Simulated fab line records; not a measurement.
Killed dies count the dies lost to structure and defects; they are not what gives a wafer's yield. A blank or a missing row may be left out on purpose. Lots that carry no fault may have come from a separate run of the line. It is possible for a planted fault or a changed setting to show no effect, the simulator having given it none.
Split-lot experiment ; flow n5_finfet ; route with 1938 steps; 7 lots, 39 wafers read

SPLIT DETAILS
At N5_SD_EPI_P_EPI_21 (deposits SiGe:B, time 355 s), the setting time_s was moved away from the recipe's 355 s on 12 of the 39 wafers read, by -21.0% to +38.1%. For the rest of the wafers, this setting stayed at what the recipe calls for.

The reading comes from the split's own step.

THE READING
SiGe-B_of_SD_EPI_P_EPI_21.thk_nm (the simulator's own value, which no gauge read), in nm, at N5_SD_EPI_P_EPI_21 (deposits SiGe:B, time 355 s). No usual value for it is given in the file. Across the 27 wafers here that went through the recipe, the average is 61.0 nm and the standard deviation 0.79 nm.

wafer;tool, chamber at the split;time_s as run, s;against the recipe;SiGe-B_of_SD_EPI_P_EPI_21.thk_nm, nm;against lot-mates on the recipe
L075.1;epi_rpcvd-02, 0;355;recipe;60.4;-
L075.5;epi_rpcvd-02, 0;355;recipe;60.4;-
L075.2;epi_rpcvd-02, 0;355;recipe;60.8;-
L075.3;epi_rpcvd-02, 0;355;recipe;60.8;-
L075.4;epi_rpcvd-02, 0;355;recipe;60.6;-
L075.6;epi_rpcvd-02, 0;355;recipe;61.2;-
L076.1;epi_rpcvd-04, 0;462.3;+30.2%;74.8;+12.4
L076.6;epi_rpcvd-04, 0;462.3;+30.2%;74.8;+12.4
L076.2;epi_rpcvd-04, 0;355;recipe;61.6;-
L076.3;epi_rpcvd-04, 0;355;recipe;63.4;-
L076.4;epi_rpcvd-04, 0;355;recipe;62.2;-
L076.5;epi_rpcvd-04, 0;462.3;+30.2%;74.4;+12.0
L077.1;epi_rpcvd-04, 0;355;recipe;61.4;-
L077.2;epi_rpcvd-04, 0;355;recipe;61;-
L077.3;epi_rpcvd-04, 0;355;recipe;60.8;-
L079.1;epi_rpcvd-02, 0;355;recipe;61.2;-
L079.3;epi_rpcvd-02, 0;355;recipe;61.2;-
L079.2;epi_rpcvd-02, 0;438.1;+23.4%;71.6;+9.9
L079.5;epi_rpcvd-02, 0;438.1;+23.4%;71.6;+9.9
L079.4;epi_rpcvd-02, 0;438.1;+23.4%;70.8;+9.1
L079.6;epi_rpcvd-02, 0;355;recipe;62.6;-
L085.1;epi_rpcvd-01, 0;355;recipe;60.8;-
L085.6;epi_rpcvd-01, 0;355;recipe;60.8;-
L085.2;epi_rpcvd-01, 0;355;recipe;60.2;-
L085.3;epi_rpcvd-01, 0;355;recipe;61;-
L085.4;epi_rpcvd-01, 0;355;recipe;60;-
L085.5;epi_rpcvd-01, 0;355;recipe;60.6;-
L091.1;epi_rpcvd-02, 0;280.6;-21.0%;50.8;-9.3
L091.2;epi_rpcvd-02, 0;280.6;-21.0%;51.8;-8.3
L091.3;epi_rpcvd-02, 0;355;recipe;59.6;-
L091.4;epi_rpcvd-02, 0;355;recipe;60;-
L091.5;epi_rpcvd-02, 0;355;recipe;60.6;-
L091.6;epi_rpcvd-02, 0;280.6;-21.0%;51;-9.1
L093.1;epi_rpcvd-04, 0;490.3;+38.1%;76.2;+14.9
L093.2;epi_rpcvd-04, 0;355;recipe;61.2;-
L093.3;epi_rpcvd-04, 0;490.3;+38.1%;76.8;+15.5
L093.4;epi_rpcvd-04, 0;490.3;+38.1%;77.4;+16.1
L093.5;epi_rpcvd-04, 0;355;recipe;61;-
L093.6;epi_rpcvd-04, 0;355;recipe;61.6;-

FIT RESULTS
A straight line over all 39 wafers: SiGe-B_of_SD_EPI_P_EPI_21.thk_nm changes by +0.438 nm for each +1% of time_s; r = +0.99; the points scatter about the line by 0.78 nm.
The same after taking each lot's own level away (the mean of its wafers on the recipe; 39 wafers): +0.411 nm for each +1%; r = +1.00; scatter 0.44 nm.
According to that fit, moving time_s by its largest amount changes the reading by 16 nm.
The span of the lots' own levels, 60.07 to 62.40 nm, comes to 3.0 times the standard deviation stated above.
Hence the lot-to-lot level has little effect on the slope; both slopes agree.
Check: with one of the wafers moved furthest among these (+38.1%) left out of the fit, the line predicts +15.7 nm for it against its lot-mates. Against them it came out at +14.9 nm.

OTHER SPLITS ON THESE WAFERS
Before the reading, these wafers also passed through other splits. Each is held against what the fit with the lots' levels taken away leaves over:
other split on the same wafers;wafers away from the commonest value;r with SiGe-B_of_SD_EPI_P_EPI_21.thk_nm (lot level and that fit taken away)
N5_FIN_SAQP_DESCUM_21 time_s;12;+0.02
N5_SD_EPI_N_ETCH_45 target_depth_a;15;+0.12

THE WHOLE CHAIN: every reading that the file lists as answering this split, in the file's order
step;what it does;reading;change (the file's fit);r (the file's)
N5_SD_EPI_P_EPI_21;deposits SiGe:B, time 355 s;SiGe-B_of_SD_EPI_P_EPI_21.thk_nm (the simulator's own value, which no gauge read);+0.41 nm for each +1% of the setting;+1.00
N5_SD_EPI_P_EPI_MEAS_23;;thk_nm;withheld for each +1% of the setting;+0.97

THE FILE'S OWN FIT
SiGe-B_of_SD_EPI_P_EPI_21.thk_nm changes by +0.41 nm for each +1% of time_s, r = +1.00.
